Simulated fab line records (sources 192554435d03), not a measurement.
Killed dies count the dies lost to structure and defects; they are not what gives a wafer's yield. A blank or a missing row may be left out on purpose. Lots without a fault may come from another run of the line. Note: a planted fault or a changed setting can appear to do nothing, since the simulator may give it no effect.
Which tool was responsible? | flow n5 finfet | 8 lots with 24 wafers sampled at 6 steps, on a route of 1938 steps

== WHAT EACH GAUGE READ, for each wafer ==
N5_SD_EPI_P_INSPECT_26: inspects for defects (darkfield).
lot  | measured    | on                | raw defect count
L431 | day 3 10:25 | defect inspect-02 | 162 178 172
L433 | day 4 00:44 | defect inspect-01 | 153 148 139
L437 | day 4 23:53 | defect inspect-01 | 190 180 155
L438 | day 5 03:00 | defect inspect-01 | 187 253 1071
L446 | day 7 02:16 | defect inspect-01 | 143 215 193
L452 | day 8 16:18 | defect inspect-02 | 187 155 177
L453 | day 8 23:48 | defect inspect-01 | 209 188 169
L454 | day 9 02:31 | defect inspect-01 | 199 171 185

N5_BEOL_M4_RC_MEAS_101.
lot  | measured     | on        | DIBL_N (mV/V)  | DIBL_P (mV/V)  | IOFF_N (nA/um)    | IOFF_P (nA/um)    | ION_N (uA/um) | ION_P (uA/um) | SS_N (mV/dec)  | SS_P (mV/dec)  | VT_N (mV)         | VT_P (mV)
L431 | day 8 06:47  | prober-01 | 38.2 35.8 35.6 | 37.5 35.9 35.2 | 0.189 0.159 0.153 | 0.202 0.170 0.171 | 675 684 670   | 452 457 454   | 71.7 71.4 71.3 | 74.4 73.3 73.4 | 250.0 247.6 249.0 | -250 -254 -253
L433 | day 9 08:01  | prober-02 | 36.6 37.6 36.5 | 38.6 39.3 38.5 | 0.191 0.206 0.187 | 0.231 0.252 0.234 | 677 685 674   | 460 470 464   | 72.1 72.5 72.7 | 73.5 74.6 74.6 | 248.0 244.0 248.2 | -251 -247 -247
L437 | day 9 21:02  | prober-01 | 35.9 37.2 34.3 | 35.1 35.1 32.0 | 0.147 0.158 0.118 | 0.208 0.207 0.164 | 672 672 659   | 461 460 457   | 71.2 72.3 71.1 | 73.5 73.6 72.1 | 249.1 249.3 252.1 | -250 -251 -254
L438 | day 9 23:50  | prober-01 | 33.4 36.2 33.5 | 32.7 36.8 33.2 | 0.110 0.159 0.118 | 0.178 0.238 0.193 | 655 675 662   | 458 467 460   | 71.1 71.8 71.7 | 72.8 73.8 72.7 | 256.1 250.2 255.2 | -254 -249 -249
L446 | day 12 10:07 | prober-01 | 34.4 36.2 33.6 | 33.8 36.0 32.9 | 0.133 0.156 0.116 | 0.180 0.211 0.162 | 673 694 671   | 461 473 467   | 71.4 70.9 70.4 | 72.3 72.5 72.2 | 251.9 249.5 251.5 | -251 -249 -252
L452 | day 13 09:00 | prober-01 | 35.9 35.7 35.5 | 36.2 37.0 36.0 | 0.163 0.162 0.160 | 0.224 0.232 0.228 | 680 677 685   | 471 472 468   | 71.2 71.3 70.9 | 73.9 74.4 73.7 | 248.4 247.8 250.4 | -248 -249 -251
L453 | day 13 16:02 | prober-02 | 35.6 36.6 36.2 | 34.9 36.5 35.5 | 0.128 0.145 0.137 | 0.158 0.184 0.164 | 664 664 670   | 450 461 460   | 71.2 71.8 70.7 | 72.5 72.6 73.4 | 251.8 250.5 250.4 | -256 -252 -254
L454 | day 14 08:23 | prober-01 | 35.3 36.9 35.5 | 34.7 36.3 35.1 | 0.133 0.159 0.136 | 0.178 0.211 0.187 | 662 670 660   | 455 460 458   | 70.6 71.9 71.2 | 72.8 74.2 72.3 | 254.3 251.2 253.6 | -255 -252 -252

== WHICH TOOL RAN EACH LOT (tool, then ch and the chambers of the sampled wafers, then the start) ==
lot  | N5_SD_EPI_P_DESCUM_14             | N5_SD_EPI_P_ETCHBACK_46           | N5_SD_EPI_P_ETCH_16               | N5_SD_EPI_P_SD_RECESS_17
L431 | rie diel-03 ch 1,2, day 3 05:52   | rie diel-03 ch 1,2, day 3 06:16   | rie diel-03 ch 1,2, day 3 06:28   | rie si-05 ch 2,3, day 3 06:33
L433 | rie diel-01 ch 0,2, day 3 19:04   | rie diel-01 ch 0,2, day 3 19:29   | rie diel-01 ch 0,2, day 3 19:41   | rie si-05 ch 0,2,3, day 3 19:45
L437 | rie diel-02 ch 1,3, day 4 20:10   | rie diel-02 ch 1,3, day 4 20:35   | rie diel-02 ch 1,3, day 4 20:47   | rie si-05 ch 2,3, day 4 20:52
L438 | rie diel-03 ch 0,1,3, day 4 23:17 | rie diel-03 ch 0,1,3, day 4 23:41 | rie diel-03 ch 0,1,3, day 4 23:53 | rie si-01 ch 0,1,3, day 4 23:58
L446 | rie diel-02 ch 1,2, day 6 22:32   | rie diel-02 ch 1,2, day 6 22:57   | rie diel-02 ch 1,2, day 6 23:09   | rie si-01 ch 1,2,3, day 6 23:13
L452 | rie diel-03 ch 1,2,3, day 8 12:34 | rie diel-03 ch 1,2,3, day 8 12:59 | rie diel-03 ch 1,2,3, day 8 13:11 | rie si-02 ch 0,2, day 8 13:16
L453 | rie diel-03 ch 0,2,3, day 8 19:14 | rie diel-03 ch 0,2,3, day 8 19:39 | rie diel-03 ch 0,2,3, day 8 19:51 | rie si-02 ch 0,1, day 8 19:55
L454 | rie diel-03 ch 0,1,3, day 8 22:46 | rie diel-03 ch 0,1,3, day 8 23:11 | rie diel-03 ch 0,1,3, day 8 23:23 | rie si-01 ch 1,2,3, day 8 23:28
- N5_SD_EPI_P_DESCUM_14: chemistry O2, time 7.9 s.
- N5_SD_EPI_P_ETCHBACK_46: etches SiNx in CH3F/O2, stops on SiO2, target depth 17.5 nm.
- N5_SD_EPI_P_ETCH_16: etches SiO2 in CHF3/O2, target depth 5 nm.
- N5_SD_EPI_P_SD_RECESS_17: chemistry HBr/Cl2/O2, target depth 39.1 nm, bt time 3 s.

== WHAT THE TOOLS THEMSELVES READ (means of the sampled wafers that have a number; where no wafer has one, the mark that the record gives instead) ==
N5_SD_EPI_P_DESCUM_14.
lot  | tool        | chamber pressure mTorr (mTorr) | drypump motor current A (A) | oes product au (a.u.) | rf vpp V (V) | showerhead plenum p Torr (Torr) | throttle valve pct (%)
L431 | rie diel-03 | 19.996                         | 6.0                         | 0.74                  | 242.7        | 2.04                            | 20.60
L433 | rie diel-01 | 20.005                         | 5.8                         | 0.77                  | 243.0        | 2.13                            | 20.63
L437 | rie diel-02 | 20.016                         | 5.5                         | 0.86                  | 242.2        | 2.04                            | 20.45
L438 | rie diel-03 | 20.009                         | 5.9                         | 0.85                  | 242.9        | 2.10                            | 20.29
L446 | rie diel-02 | 19.994                         | 6.1                         | 0.79                  | 242.2        | 2.02                            | 20.46
L452 | rie diel-03 | 19.994                         | 5.9                         | 0.76                  | 243.7        | 2.07                            | 20.37
L453 | rie diel-03 | 19.993                         | 5.8                         | 0.79                  | 243.9        | 2.14                            | 20.47
L454 | rie diel-03 | 19.998                         | 5.9                         | 0.82                  | 242.4        | 2.09                            | 20.32

N5_SD_EPI_P_ETCHBACK_46.
lot  | tool        | chamber pressure mTorr (mTorr) | drypump motor current A (A) | oes product au (a.u.) | rf vpp V (V) | showerhead plenum p Torr (Torr) | throttle valve pct (%)
L431 | rie diel-03 | 30.018                         | 6.0                         | 0.65                  | 300          | 1.95                            | 16.52
L433 | rie diel-01 | 30.011                         | 5.7                         | 0.66                  | 296          | 2.03                            | 16.49
L437 | rie diel-02 | 29.981                         | 5.5                         | 0.72                  | 296          | 1.95                            | 16.34
L438 | rie diel-03 | 30.023                         | 5.9                         | 0.72                  | 300          | 2.00                            | 16.16
L446 | rie diel-02 | 29.995                         | 6.2                         | 0.66                  | 296          | 1.93                            | 16.37
L452 | rie diel-03 | 30.005                         | 5.9                         | 0.66                  | 300          | 1.98                            | 16.29
L453 | rie diel-03 | 30.026                         | 5.8                         | 0.67                  | 302          | 2.04                            | 16.35
L454 | rie diel-03 | 30.003                         | 5.9                         | 0.70                  | 299          | 1.99                            | 16.20

N5_SD_EPI_P_ETCH_16.
lot  | tool        | chamber pressure mTorr (mTorr) | drypump motor current A (A) | oes product au (a.u.) | rf vpp V (V) | showerhead plenum p Torr (Torr) | throttle valve pct (%)
L431 | rie diel-03 | 30.01                          | 6.0                         | 0.76                  | 528          | 2.35                            | 19.07
L433 | rie diel-01 | 30.00                          | 5.8                         | 0.77                  | 522          | 2.44                            | 19.05
L437 | rie diel-02 | 30.03                          | 5.5                         | 0.85                  | 522          | 2.35                            | 18.92
L438 | rie diel-03 | 29.98                          | 5.9                         | 0.85                  | 528          | 2.41                            | 18.72
L446 | rie diel-02 | 30.01                          | 6.2                         | 0.79                  | 523          | 2.33                            | 18.92
L452 | rie diel-03 | 29.97                          | 5.9                         | 0.77                  | 529          | 2.39                            | 18.85
L453 | rie diel-03 | 30.00                          | 5.8                         | 0.79                  | 530          | 2.46                            | 18.91
L454 | rie diel-03 | 30.00                          | 5.9                         | 0.80                  | 528          | 2.40                            | 18.75

N5_SD_EPI_P_SD_RECESS_17.
lot  | tool      | chamber pressure mTorr (mTorr) | drypump motor current A (A) | mfc cl2 sccm (sccm) | oes product au (a.u.) | throttle valve pct (%)
L431 | rie si-05 | 9.994                          | 6.0                         | 80.27               | 0.992                 | 36.52
L433 | rie si-05 | 10.000                         | 5.9                         | 80.32               | 0.990                 | 36.82
L437 | rie si-05 | 9.991                          | 5.8                         | 79.82               | 0.997                 | 36.63
L438 | rie si-01 | 9.997                          | 6.0                         | 79.76               | 0.985                 | 37.11
L446 | rie si-01 | 10.005                         | 6.1                         | 80.17               | 0.990                 | 36.96
L452 | rie si-02 | 9.993                          | 5.5                         | 79.75               | 0.994                 | 37.17
L453 | rie si-02 | 10.006                         | 6.1                         | 80.06               | 1.001                 | 36.76
L454 | rie si-01 | 10.006                         | 6.1                         | 80.00               | 0.994                 | 36.96

== THE ANSWER, worked out from the rows above alone ==
Rule: the usual values come from the lots themselves. Put in order of their means at a reading, lots are off if they are a third of the lots or fewer, leave a main group of 4 or more, and stand apart from it by a gap of 3 or more times the standard deviation of the main group's means; of several such gaps the widest counts. A main group is skipped when, at the precision printed for the reading in the tables above, its means are all equal. A lot without any number at a reading at which 4 lots or more have one is off too. Any other lot the step has rows for is counted as sound. First the gauges in route order, then the tools' own readings, where a lot's mean is used as printed above. At the first step where some lot is off, the reading lying furthest off is the one used; lots without a number count as furthest.
Off: L438, at N5_SD_EPI_P_INSPECT_26 (raw defect count). Mean 175 and standard deviation 13 in the main group.
A tool fits if, at a process step before that reading, it ran every lot that is off, and no sound lot after the first of them. The gauges at N5_SD_EPI_P_INSPECT_26 aren't tried: what is off there is off at N5_SD_EPI_P_ETCH_16 too, on other tools, and a gauge's error can't cause that. No candidate that was tried fits.

== WHAT THE SIMULATOR HAD PUT IN ==
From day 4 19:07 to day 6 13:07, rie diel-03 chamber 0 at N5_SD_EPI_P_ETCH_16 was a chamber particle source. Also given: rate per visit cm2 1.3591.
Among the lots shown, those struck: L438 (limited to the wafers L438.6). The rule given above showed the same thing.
